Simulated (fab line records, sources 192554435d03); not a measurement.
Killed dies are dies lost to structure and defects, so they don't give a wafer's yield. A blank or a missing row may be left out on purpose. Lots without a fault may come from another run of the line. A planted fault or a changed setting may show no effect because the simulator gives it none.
One fault seen from 2 desks | flow n5_finfet | each desk has only its own numbers; what lay behind them comes last

THE TOOL OWNER'S DESK: rie_metal-03
The tool's own readings at N5_BEOL_M11_HM_OPEN_17 (chemistry Cl2/BCl3, target TiN, target depth 20 nm, overetch 6 nm): means of the sampled wafers that have a number, for each lot that ran on this tool. A lot is out of limits, marked OUT, if its mean lies more than 4 standard deviations from the usual mean; the brackets give that distance.
Columns: A = bias_w at N5_BEOL_M11_HM_OPEN_17, usual 126.0 W; B = drypump_motor_current_A at N5_BEOL_M11_HM_OPEN_17, usual 5.6 A; C = mfc_cl2_sccm at N5_BEOL_M11_HM_OPEN_17, usual 53.27 sccm; D = oes_product_au at N5_BEOL_M11_HM_OPEN_17, usual 0.67 a.u.; E = rf_fwd_power_W at N5_BEOL_M11_HM_OPEN_17, usual 993 W; F = throttle_valve_pct at N5_BEOL_M11_HM_OPEN_17, usual 22.04 %
lot  | first seen here | A     | B   | C     | D    | E   | F
L624 | day 10 03:49    | 126.0 | 5.7 | 53.29 | 0.68 | 994 | 21.95
L628 | day 10 15:56    | 126.0 | 5.5 | 53.25 | 0.70 | 992 | 21.78
L627 | day 10 20:59    | 126.0 | 5.5 | 53.20 | 0.71 | 989 | 21.78
L629 | day 11 15:24    | 126.0 | 5.5 | 53.25 | 0.70 | 997 | 21.79
L632 | day 12 18:19    | 125.7 | 5.5 | 53.29 | 0.69 | 994 | 21.80
L645 | day 15 09:58    | 126.1 | 5.5 | 53.10 | 0.68 | 993 | 21.81
L647 | day 16 02:41    | 126.2 | 5.7 | 53.14 | 0.65 | 992 | 21.99
L646 | day 16 17:53    | 126.2 | 5.5 | 53.21 | 0.67 | 994 | 21.81
This desk's finding: nothing out of limits on any of the 8 lots.

THE DEFECT DESK
What the inspections along the route counted, lot by lot: means of the sampled wafers that have a number. A lot is out of limits, marked OUT, if its mean lies more than 4 standard deviations from the usual mean; the brackets give that distance.
Columns: A = raw_defect_count at N5_BEOL_M11_INSPECT_13, usual 409; B = raw_defect_count at N5_BEOL_M11_INSPECT_30, usual 409
lot  | first seen here | A   | B
L624 | day 10 03:16    | 451 | 486
L628 | day 10 15:35    | 388 | 367
L627 | day 10 19:47    | 438 | 449
L629 | day 11 14:20    | 534 | 739
L632 | day 12 18:01    | 503 | 784 (+4.0) OUT
L639 | day 14 06:44    | 473 | 478
L645 | day 15 09:13    | 393 | 360
L647 | day 16 02:23    | 269 | 302
L646 | day 16 17:27    | 331 | 334
This desk's finding: out of limits on L632; first on L632, day 12 19:55 (raw_defect_count at N5_BEOL_M11_INSPECT_30). In limits: L624, L628, L627, L629, L639, L645, L647, L646.

PUT TOGETHER
The defect desk could have raised an alarm at day 12 19:55, on L632.
The tool owner's desk saw nothing out of limits.
The tool owner's desk has L632 on record, within its limits.
Of the lots named, all ran N5_BEOL_M11_HM_OPEN_17 on rie_metal-03.

WHAT THE SIMULATOR HAD PUT IN
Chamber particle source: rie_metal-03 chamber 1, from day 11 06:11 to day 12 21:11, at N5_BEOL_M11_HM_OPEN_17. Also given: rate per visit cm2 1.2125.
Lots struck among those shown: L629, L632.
Hours from the fault's start to each desk's first reading out of limits: the defect desk, 38.
